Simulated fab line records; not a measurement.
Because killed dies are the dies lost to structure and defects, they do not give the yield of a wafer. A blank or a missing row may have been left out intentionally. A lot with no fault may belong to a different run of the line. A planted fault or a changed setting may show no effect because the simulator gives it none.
Comparing a struck lot with a sound one	flow n5-finfet	15 steps out of a route of 1938
Sound: these wafers, L406.1, L406.3, L406.5. Wafers L409.2, L409.3, L409.5 were the ones struck. The cause is given at the end.
Per side, at each step with rows, come the tool, then ch with its chambers, and then its first start. Under that, the readings that differ: sound wafers	struck wafers	difference of the means	sigmas: that difference in standard deviations of wafers without a fault.
alike: readings with means less than 2 such deviations apart, plus words and numbers identical on both sides. not compared: withheld readings, readings lacking a value on some wafer, bounds such as >300 that could conceal the same value, and numbers that have no deviation in the record and whose values overlap.
The two part at a step that has a row with sigmas, a row that says differs or no value, or rows on one side only. When numbers do not overlap yet have no deviation, they are printed without sigmas and do not part them. A reading that every wafer of one side lacks parts them only if that side has two wafers or more.

first, 4 steps without rows for these wafers: N5_BEOL_M0_SAQP_SOFTBAKE_09 (time 60 s); N5_BEOL_M0_SAQP_EXPOSE_11 (exposes mask M0 CORE, target cd 42 nm); N5_BEOL_M0_SAQP_PEB_12 (peb time 60 s); N5_BEOL_M0_SAQP_DEVELOP_13 (develop time 30 s).
N5_BEOL_M0_SAQP_CD_MEAS_14: the cd target is 42.5 nm.
  sound on cd-sem-03 ch 0, day 7 02:59; struck on cd-sem-01 ch 0, day 7 23:07
  alike: cd-nm
N5_BEOL_M0_SAQP_OVL_MEAS_15:
  sound on overlay-01 ch 0, day 7 03:01; struck on overlay-02 ch 0, day 7 23:08
  alike: M0_CORE_OVL
N5_BEOL_M0_SAQP_INSPECT_16: inspects for defects (brightfield).
  sound: defect-inspect-02 at day 7 03:02; struck: defect-inspect-01 at day 7 23:10
  alike: raw-defect-count
N5_BEOL_M0_SAQP_DESCUM_19: chemistry O2, time 7.9 s.
  sound on rie-diel-05 ch 0,3, day 7 03:04; struck on rie-diel-06 ch 0,1, day 7 23:12
reading	sound	struck	difference	sigmas
drypump-motor-current-A (A)	6.4 6.2 6.2	5.2 5.7 5.7	-0.7	-2
  alike: oes-product-au, rf-vpp-V, showerhead-plenum-p-Torr, throttle-valve-pct
  not compared: rf-hours-counter-h
N5_BEOL_M0_SAQP_ETCH_83: etches SiARC in CF4, target depth 39 nm, time 65 s.
  sound on rie-diel-05 ch 0,3, day 7 03:07; struck on rie-diel-06 ch 0,1, day 7 23:14
  alike: drypump-motor-current-A, etch-rf-on-time-s, oes-product-au, rf-vpp-V, showerhead-plenum-p-Torr, throttle-valve-pct
  not compared: rf-hours-counter-h
N5_BEOL_M0_SAQP_ETCH_84: etches SOC in N2/H2, target depth 100 nm, overetch 20 nm, time 150 s.
  sound on rie-diel-05 ch 0,3, day 7 03:10; struck on rie-diel-06 ch 0,1, day 7 23:17
reading	sound	struck	difference	sigmas
drypump-motor-current-A (A)	6.4 6.2 6.2	5.2 5.7 5.7	-0.7	-2
  alike: oes-product-au, rf-vpp-V, showerhead-plenum-p-Torr, throttle-valve-pct
  not compared: rf-hours-counter-h
then, 1 step without rows for these wafers: N5_BEOL_M0_SAQP_STRIP_80 (strips in N2/H2).
N5_BEOL_M0_SAQP_HM_OPEN_112: chemistry CHF3/O2, target SiO2, stops on a-Si, target depth 12 nm, time 13.5 s.
  sound on rie-diel-05 ch 0,3, day 7 03:16; struck on rie-diel-06 ch 0,1, day 7 23:23
reading	sound	struck	difference	sigmas
drypump-motor-current-A (A)	6.4 6.2 6.2	5.2 5.7 5.7	-0.7	-2
  alike: O2_flow_sccm, oes-product-au, rf-vpp-V, showerhead-plenum-p-Torr, throttle-valve-pct
  not compared: rf-hours-counter-h
N5_BEOL_M0_SAQP_STRIP_113: strips in CHF3/O2.
  sound on rie-diel-05 ch 0,3, day 7 03:19; struck on rie-diel-06 ch 0,1, day 7 23:26
reading	sound	struck	difference	sigmas
model.SiARC_of_BEOL_M0_SAQP_COAT_82.thk-nm (nm)	0 0 0	5.4 6 5.8	+5.7	
N5_BEOL_M0_SAQP_MANDREL_ETCH_20: etches a-Si in HBr/Cl2, stops on SiNx, target depth 60 nm, bt time 10 s, time 30 s.
  sound on rie-si-01 ch 0,1,2, day 7 03:22; struck on rie-si-01 ch 2,3, day 7 23:28
  alike: HBr_flow_sccm, drypump-motor-current-A, oes-product-au, throttle-valve-pct
  not compared: rf-hours-counter-h
-- record jumps: 3 days separate the struck wafers' starts on either side; left off in module BEOL_M0_SAQP, taken up again in module BEOL_M4, whose first shown step is the route's number 1111 --
N5_BEOL_M4_RC_MEAS_101:
  sound on prober-01 ch 0, day 9 08:35; struck on prober-02 ch 0, day 10 15:18
  alike: DIBL_N, DIBL_P, IOFF_N, IOFF_P, ION_N, ION_P, SS_N, SS_P, VT_N, VT_P

WHERE THEY PART
Earliest at N5_BEOL_M0_SAQP_DESCUM_19; latest, in this record, at N5_BEOL_M0_SAQP_HM_OPEN_112. Later steps at which nothing parts them and some readings are alike: N5_BEOL_M0_SAQP_MANDREL_ETCH_20, N5_BEOL_M4_RC_MEAS_101.

WHY: what had been put in by the simulator
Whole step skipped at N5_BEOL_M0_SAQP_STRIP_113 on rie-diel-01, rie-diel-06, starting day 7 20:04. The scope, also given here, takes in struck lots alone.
